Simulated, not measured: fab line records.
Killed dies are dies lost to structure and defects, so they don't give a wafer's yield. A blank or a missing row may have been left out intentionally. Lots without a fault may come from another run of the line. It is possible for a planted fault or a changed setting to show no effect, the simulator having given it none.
Chamber matching / flow nandHarc / NHARC_A_STAIRCASE_ETCHBACK_157 on rieDiel-13 has 4 sister chambers
The step etches the open film in CH3F/O2, target depth 90 nm, time 167.14 s. 18 wafers are shown with their chamber, then 9 later ones without.

EACH WAFER AND ITS CHAMBER
wafer=L076.3; chamber=0; drypumpMotorCurrentA (A)=5.9; showerheadPlenumPTorr (Torr)=2.53; rfVppV (V)=244.7
wafer=L076.4; chamber=1; drypumpMotorCurrentA (A)=5.6; showerheadPlenumPTorr (Torr)=2.54; rfVppV (V)=245.8
wafer=L076.6; chamber=1; drypumpMotorCurrentA (A)=5.5; showerheadPlenumPTorr (Torr)=2.54; rfVppV (V)=246.4
wafer=L075.1; chamber=2; drypumpMotorCurrentA (A)=6.0; showerheadPlenumPTorr (Torr)=2.60; rfVppV (V)=246.3
wafer=L075.4; chamber=1; drypumpMotorCurrentA (A)=5.6; showerheadPlenumPTorr (Torr)=2.54; rfVppV (V)=246.0
wafer=L075.5; chamber=3; drypumpMotorCurrentA (A)=5.1; showerheadPlenumPTorr (Torr)=2.32; rfVppV (V)=244.8
wafer=L074.1; chamber=1; drypumpMotorCurrentA (A)=5.6; showerheadPlenumPTorr (Torr)=2.54; rfVppV (V)=245.4
wafer=L074.5; chamber=0; drypumpMotorCurrentA (A)=5.9; showerheadPlenumPTorr (Torr)=2.53; rfVppV (V)=246.1
wafer=L074.6; chamber=1; drypumpMotorCurrentA (A)=5.6; showerheadPlenumPTorr (Torr)=2.54; rfVppV (V)=245.9
wafer=L081.1; chamber=3; drypumpMotorCurrentA (A)=5.1; showerheadPlenumPTorr (Torr)=2.32; rfVppV (V)=241.6
wafer=L081.4; chamber=2; drypumpMotorCurrentA (A)=6.1; showerheadPlenumPTorr (Torr)=2.60; rfVppV (V)=246.3
wafer=L081.6; chamber=3; drypumpMotorCurrentA (A)=5.1; showerheadPlenumPTorr (Torr)=2.32; rfVppV (V)=242.2
wafer=L084.1; chamber=2; drypumpMotorCurrentA (A)=6.1; showerheadPlenumPTorr (Torr)=2.59; rfVppV (V)=247.2
wafer=L084.5; chamber=0; drypumpMotorCurrentA (A)=5.9; showerheadPlenumPTorr (Torr)=2.51; rfVppV (V)=245.0
wafer=L084.6; chamber=3; drypumpMotorCurrentA (A)=5.1; showerheadPlenumPTorr (Torr)=2.31; rfVppV (V)=241.3
wafer=L086.2; chamber=3; drypumpMotorCurrentA (A)=5.1; showerheadPlenumPTorr (Torr)=2.31; rfVppV (V)=241.3
wafer=L086.4; chamber=0; drypumpMotorCurrentA (A)=5.9; showerheadPlenumPTorr (Torr)=2.50; rfVppV (V)=244.9
wafer=L086.6; chamber=1; drypumpMotorCurrentA (A)=5.5; showerheadPlenumPTorr (Torr)=2.52; rfVppV (V)=244.9

SIGNATURES, as means of the wafers listed above
reading=drypumpMotorCurrentA; chamber 0=5.900; chamber 1=5.567; chamber 2=6.067; chamber 3=5.100; scatter within a chamber=0.0378
reading=showerheadPlenumPTorr; chamber 0=2.5175; chamber 1=2.5367; chamber 2=2.5967; chamber 3=2.3160; scatter within a chamber=0.00924
reading=rfVppV; chamber 0=245.175; chamber 1=245.733; chamber 2=246.600; chamber 3=242.240; scatter within a chamber=0.919
Rule: a wafer's distance from a chamber is the root of the sum, over the readings, of the square of ((its reading less the chamber's mean) divided by the reading's scatter). The wafer belongs to the nearest chamber; if the next one is less than 2 further off, it can't be placed. The scatter: the root of (the sum of the squares of (reading less its chamber's mean) over the shown wafers, divided by (wafers less chambers)).

WAFERS MISSING THEIR CHAMBER
wafer=L093.2; drypumpMotorCurrentA (A)=6.0; showerheadPlenumPTorr (Torr)=2.58; rfVppV (V)=246.4
wafer=L093.4; drypumpMotorCurrentA (A)=5.1; showerheadPlenumPTorr (Torr)=2.30; rfVppV (V)=242.9
wafer=L093.5; drypumpMotorCurrentA (A)=5.9; showerheadPlenumPTorr (Torr)=2.50; rfVppV (V)=243.1
wafer=L095.3; drypumpMotorCurrentA (A)=6.1; showerheadPlenumPTorr (Torr)=2.57; rfVppV (V)=246.0
wafer=L095.5; drypumpMotorCurrentA (A)=6.0; showerheadPlenumPTorr (Torr)=2.57; rfVppV (V)=245.7
wafer=L095.6; drypumpMotorCurrentA (A)=5.1; showerheadPlenumPTorr (Torr)=2.30; rfVppV (V)=241.1
wafer=L097.3; drypumpMotorCurrentA (A)=6.1; showerheadPlenumPTorr (Torr)=2.57; rfVppV (V)=246.7
wafer=L097.4; drypumpMotorCurrentA (A)=5.1; showerheadPlenumPTorr (Torr)=2.30; rfVppV (V)=242.9
wafer=L097.5; drypumpMotorCurrentA (A)=5.9; showerheadPlenumPTorr (Torr)=2.49; rfVppV (V)=244.7

EACH ONE'S CHAMBER
wafer=L093.2; from the rows above=2; in truth=2
wafer=L093.4; from the rows above=3; in truth=3
wafer=L093.5; from the rows above=0; in truth=0
wafer=L095.3; from the rows above=2; in truth=2
wafer=L095.5; from the rows above=2; in truth=2
wafer=L095.6; from the rows above=3; in truth=3
wafer=L097.3; from the rows above=2; in truth=2
wafer=L097.4; from the rows above=3; in truth=3
wafer=L097.5; from the rows above=0; in truth=0
Correct placement for 9 of the 9. Can't be placed from these rows: 0. Number placed wrongly: 0.
